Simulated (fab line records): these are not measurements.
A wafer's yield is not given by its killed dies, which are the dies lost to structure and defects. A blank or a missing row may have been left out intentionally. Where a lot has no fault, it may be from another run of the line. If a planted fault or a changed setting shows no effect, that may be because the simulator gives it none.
Matching of chambers / flow nand-harc / NHARC_A_CONTACT_DEP_29 on pecvd-04 has 3 sister chambers
The step deposits SiON, target thk 100 nm. 6 wafers are shown with their chamber, then 9 later ones without.

== WAFERS WITH THEIR CHAMBER ==
wafer=L079.6; chamber=1; heater-power-w (W)=616
wafer=L081.3; chamber=0; heater-power-w (W)=798
wafer=L081.6; chamber=1; heater-power-w (W)=650
wafer=L083.3; chamber=2; heater-power-w (W)=753
wafer=L083.4; chamber=0; heater-power-w (W)=828
wafer=L083.6; chamber=2; heater-power-w (W)=749

== WAFERS WITHOUT THEIR CHAMBER ==
wafer=L086.2; heater-power-w (W)=660
wafer=L086.4; heater-power-w (W)=693
wafer=L086.6; heater-power-w (W)=817
wafer=L093.1; heater-power-w (W)=670
wafer=L093.2; heater-power-w (W)=600
wafer=L093.4; heater-power-w (W)=710
wafer=L094.1; heater-power-w (W)=606
wafer=L094.2; heater-power-w (W)=655
wafer=L094.4; heater-power-w (W)=700

== WHICH CHAMBER EACH ONE RAN IN ==
wafer=L086.2; from the rows above=1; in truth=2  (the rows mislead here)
wafer=L086.4; from the rows above=can't be placed: 2 or 1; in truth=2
wafer=L086.6; from the rows above=0; in truth=0
wafer=L093.1; from the rows above=1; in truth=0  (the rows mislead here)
wafer=L093.2; from the rows above=1; in truth=1
wafer=L093.4; from the rows above=can't be placed: 2 or 1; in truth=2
wafer=L094.1; from the rows above=1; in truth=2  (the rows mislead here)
wafer=L094.2; from the rows above=1; in truth=1
wafer=L094.4; from the rows above=can't be placed: 2 or 1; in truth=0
Placed correctly: 3 of 9. From these rows, 3 cannot be placed; in 2 the true chamber is one of the candidates. Number placed wrongly: 3.
How it was worked out, from the rows above alone: a wafer's distance from a chamber is the root of the sum, over the readings, of the square of ((its reading less the chamber's mean) divided by the reading's scatter). If the next closest chamber is less than 2 further off than the closest, the wafer can't be placed; otherwise it belongs to the closest. Each chamber's mean is taken over the wafers shown for it. How the scatter is found: for the shown wafers, subtract from each reading the mean of its chamber, square and add these, divide the total by (wafers less chambers), then take the root.
